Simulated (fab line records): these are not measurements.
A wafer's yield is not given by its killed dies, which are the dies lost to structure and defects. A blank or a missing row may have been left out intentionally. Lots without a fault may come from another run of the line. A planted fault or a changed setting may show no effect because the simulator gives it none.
Which of the tools did it? -- flow nandHarc -- 13 lots, 39 wafers sampled, at 5 steps of a route of 1159

WHAT THE GAUGES SHOWED, per wafer
NHARC_THIN_TSV_CD_MEAS_12: target cd 1000 nm. Usual: 1000.3 nm for cdNm, sd 2.1.
lot,measured,on,cdNm (nm),flag
L248,day 19 04:38,cdSem-01,1001.4 999.4 1001.4,
L247,day 19 05:51,cdSem-02,1002.6 1002.6 999.8,
L250,day 19 07:41,cdSem-03,998.9 996.9 997.6,
L252,day 19 23:08,cdSem-03,1003.8 1001.9 1005.2,
L249,day 20 05:52,cdSem-02,999.4 997.3 998.4,
L253,day 20 13:31,cdSem-03,1002.1 1002.4 1001.9,
L263,day 22 15:58,cdSem-01,1003.4 998.7 999.1,
L265,day 23 03:19,cdSem-03,1002.8 1000.9 1001.1,
L264,day 23 04:29,cdSem-02,1001.6 1001.9 999.9,
L262,day 23 05:41,cdSem-03,1001.0 998.5 1001.2,
L266,day 23 13:16,cdSem-03,998.8 1000.8 999.8,
L268,day 24 04:18,cdSem-01,997.7 1000.0 998.6,
L267,day 24 16:17,cdSem-03,996.4 998.9 997.6,

NHARC_END_SORT_01. Usual: defectLimitedYield 95.4 %, standard deviation 1.8; killedAtArray 27, standard deviation 11; killedAtOther 0.7, standard deviation 1.1; killedAtPeriphery 3.4, standard deviation 2.1; killedDies 31, standard deviation 12; killedOpen 3.6, standard deviation 2; killedShort 2.0, standard deviation 1.3; sort_bin_2_pct 1.5 %, standard deviation 0.71; sort_bin_3_pct 0.25 %, standard deviation 0.22; sort_bin_4_pct 2.9 %, standard deviation 1.2; sortNPass 646, standard deviation 12; sortRimYieldPct 95.0 %, standard deviation 2.5; sortYieldPct 95.4 %, standard deviation 1.8.
lot,measured,on,defectLimitedYield (%),killedAtArray,killedAtOther,killedAtPeriphery,killedDies,killedOpen,killedShort,sort_bin_2_pct (%),sort_bin_3_pct (%),sort_bin_4_pct (%),sortNPass,sortRimYieldPct (%),sortYieldPct (%),flag
L248,day 19 18:43,prober-01,97.0 97.2 97.3,16 15 16,1 0 0,3 4 2,20 19 18,6 3 5,2 2 0,0.3 0.9 1.2,0.15 0 0,2.5 1.9 1.5,657 658 659,94.3 98.1 98.1,97.0 97.2 97.3,
L247,day 20 03:17,prober-02,95.9 96.6 96.3,26 18 22,1 0 0,1 5 3,28 23 25,6 2 1,1 3 2,1.6 1.3 1.2,0.30 0.15 0,2.2 1.9 2.5,649 654 652,98.1 94.3 92.5,95.9 96.6 96.3,
L250,day 20 02:30,prober-01,96.8 93.9 95.4,18 33 24,1 2 0,3 6 7,22 41 31,2 4 1,0 2 0,1.0 2.2 1.5,0.30 0 0.30,1.9 3.8 2.8,655 636 646,97.2 96.2 97.2,96.8 93.9 95.4,
L252,day 20 16:48,prober-02,97.6 97.2 97.6,11 14 15,0 0 0,5 5 1,16 19 16,0 5 4,0 0 0,0.3 0.9 1.0,0.15 0.15 0.15,1.9 1.8 1.2,661 658 661,99.1 96.2 97.2,97.6 97.2 97.6,
L249,day 20 23:46,prober-01,96.8 96.6 95.4,15 22 27,2 0 0,5 1 4,22 23 31,6 0 3,1 1 1,1.2 1.3 1.3,0.30 0 0.30,1.8 2.1 3.0,655 654 646,94.3 97.2 92.5,96.8 96.6 95.4,
L253,day 21 05:58,prober-01,97.2 96.0 95.3,19 24 26,0 0 1,0 3 5,19 27 32,3 2 8,2 3 0,0.6 0.9 1.3,0 0.30 0,2.2 2.8 3.4,658 650 645,98.1 91.5 93.4,97.2 96.0 95.3,
L263,day 23 06:13,prober-02,0 0 0,17 29 24,657 647 653,3 1 0,677 677 677,1 4 1,4 3 2,97.8 96.9 98.2,0.15 0.59 0.15,2.1 2.5 1.6,0 0 0,0 0 0,0 0 0,OFF
L265,day 23 19:14,prober-01,97.6 97.6 96.2,16 15 20,0 0 1,0 1 5,16 16 26,1 2 3,1 2 2,0.6 0.7 1.9,0.30 0 0.15,1.5 1.6 1.8,661 661 651,95.3 95.3 95.3,97.6 97.6 96.2,
L264,day 23 20:10,prober-02,0 0 0,24 37 22,644 634 647,9 6 8,677 677 677,3 2 5,1 6 2,96.5 96.0 97.0,0.15 0.44 0.15,3.4 3.5 2.8,0 0 0,0 0 0,0 0 0,OFF
L262,day 24 03:04,prober-01,0 0 0,50 48 46,620 621 626,7 8 5,677 677 677,3 7 3,2 1 0,94.1 94.5 94.5,0.74 0.30 0.15,5.2 5.2 5.3,0 0 0,0 0 0,0 0 0,OFF
L266,day 24 05:10,prober-02,95.3 93.4 93.8,32 42 41,0 0 0,0 3 1,32 45 42,2 5 3,1 2 1,1.8 3.1 2.5,0.44 0.44 0.15,2.5 3.1 3.5,645 632 635,97.2 95.3 95.3,95.3 93.4 93.8,
L268,day 24 18:59,prober-01,97.8 96.8 96.6,14 20 20,0 0 0,1 2 3,15 22 23,2 1 4,3 3 3,0.1 1.3 0.6,0.15 0.30 0.15,1.9 1.6 2.7,662 655 654,93.4 96.2 91.5,97.8 96.8 96.6,
L267,day 25 12:18,prober-01,94.1 95.3 95.0,30 26 30,4 4 2,6 2 2,40 32 34,4 6 5,2 1 1,1.5 1.6 1.2,0.74 0.15 0.15,3.7 3.0 3.7,637 645 643,87.7 91.5 93.4,94.1 95.3 95.0,

EACH LOT AND THE TOOL THAT RAN IT (in order: tool; ch and the chambers of the sampled wafers; start)
lot,NHARC_THIN_TSV_ANNEAL_52,NHARC_THIN_TSV_PVD_24,NHARC_THIN_TSV_ETCH_59
L248,"rtpAnneal-01 ch 0, day 19 09:01","pvdSputter-02, day 19 10:10","rieMetal-02 ch 0,1, day 19 11:08"
L247,"rtpAnneal-02 ch 0, day 19 10:47","pvdSputter-03, day 19 11:51","rieMetal-03 ch 0,1, day 19 13:00"
L250,"rtpAnneal-01 ch 0, day 19 12:07","pvdSputter-03, day 19 13:19","rieMetal-01 ch 0,1, day 19 14:24"
L252,"rtpAnneal-01 ch 0, day 20 03:23","pvdSputter-01, day 20 04:35","rieMetal-02 ch 0,1, day 20 05:45"
L249,"rtpAnneal-02 ch 0, day 20 10:15","pvdSputter-02, day 20 11:26","rieMetal-01 ch 0,1, day 20 12:39"
L253,"rtpAnneal-01 ch 0, day 20 17:29","pvdSputter-02, day 20 18:40","rieMetal-02 ch 0,1, day 20 19:44"
L263,"rtpAnneal-01 ch 0, day 22 20:22","pvdSputter-02, day 22 21:29","rieMetal-02 ch 0,1, day 22 22:36"
L265,"rtpAnneal-02 ch 0, day 23 07:33","pvdSputter-03, day 23 08:37","rieMetal-01 ch 0, day 23 09:49"
L264,"rtpAnneal-02 ch 0, day 23 08:29","pvdSputter-01, day 23 09:35","rieMetal-02 ch 0, day 23 10:43"
L262,"rtpAnneal-02 ch 0, day 23 09:46","pvdSputter-03, day 23 10:49","rieMetal-01 ch 0, day 23 12:02"
L266,"rtpAnneal-01 ch 0, day 23 18:20","pvdSputter-02, day 23 19:27","rieMetal-02 ch 0,1, day 23 20:26"
L268,"rtpAnneal-01 ch 0, day 24 08:19","pvdSputter-02, day 24 09:28","rieMetal-03 ch 1, day 24 10:35"
L267,"rtpAnneal-02 ch 0, day 24 20:20","pvdSputter-03, day 24 21:26","rieMetal-02 ch 0,1, day 24 22:37"
- NHARC_THIN_TSV_ANNEAL_52: time 90 s.
- NHARC_THIN_TSV_PVD_24: deposits Al, target thk 800 nm.
- NHARC_THIN_TSV_ETCH_59: etches the open film in Cl2/BCl3, target depth 880 nm, time 138.1 s.

WHAT THE TOOLS THEMSELVES READ (means of the sampled wafers that have a number; where no wafer has one, the mark that the record gives instead)
NHARC_THIN_TSV_ANNEAL_52. Usual: 226.5 for wafer_temp_C_max, sd 0.38.
lot,tool,wafer_temp_C_max,flag
L248,rtpAnneal-01,226.7,
L247,rtpAnneal-02,226.1,
L250,rtpAnneal-01,226.7,
L252,rtpAnneal-01,226.1,
L249,rtpAnneal-02,226.2,
L253,rtpAnneal-01,226.7,
L263,rtpAnneal-01,226.7,
L265,rtpAnneal-02,226.6,
L264,rtpAnneal-02,226.1,
L262,rtpAnneal-02,226.5,
L266,rtpAnneal-01,226.7,
L268,rtpAnneal-01,226.7,
L267,rtpAnneal-02,226.3,

NHARC_THIN_TSV_ETCH_59. Usual: drypumpMotorCurrentA 5.73 A, standard deviation 0.24; oesProductAu 0.999 a.u., standard deviation 0.012; throttleValvePct 22.265 %, standard deviation 0.0093.
lot,tool,drypumpMotorCurrentA (A),oesProductAu (a.u.),throttleValvePct (%),flag
L248,rieMetal-02,5.91,0.991,22.264,
L247,rieMetal-03,5.85,0.992,22.275,
L250,rieMetal-01,5.37,1.007,22.266,
L252,rieMetal-02,5.79,0.988,22.271,
L249,rieMetal-01,5.40,0.999,22.267,
L253,rieMetal-02,5.90,0.991,22.270,
L263,rieMetal-02,5.77,0.994,22.266,
L265,rieMetal-01,5.44,1.013,22.272,
L264,rieMetal-02,5.67,0.996,22.259,
L262,rieMetal-01,5.46,1.009,22.255,
L266,rieMetal-02,5.80,0.995,22.261,
L268,rieMetal-03,5.78,0.978,22.258,
L267,rieMetal-02,5.90,1.000,22.260,

THE ANSWER, worked out from the rows above alone
Rule: lot off if the mean of its wafers having a number is beyond 3 standard deviations from the usual mean. Also off: a lot with no number at a reading for which 4 or more lots have one. Where the step has rows for the other lots, those lots are counted as sound. After the gauges, taken in route order, come the tools' own readings; for these a lot's mean is taken, as printed above. At the first step where some lot is off, the reading lying furthest off is the one used; lots without a number count as furthest.
Off: L263, L264, L262 (NHARC_END_SORT_01, killedAtOther).
A tool fits if, at a process step before that reading, it ran every lot that is off, and no sound lot after the first of them. Gauges at NHARC_END_SORT_01: tried the same way as those tools. Of those tried, none fits.

WHAT THE SIMULATOR HAD PUT IN
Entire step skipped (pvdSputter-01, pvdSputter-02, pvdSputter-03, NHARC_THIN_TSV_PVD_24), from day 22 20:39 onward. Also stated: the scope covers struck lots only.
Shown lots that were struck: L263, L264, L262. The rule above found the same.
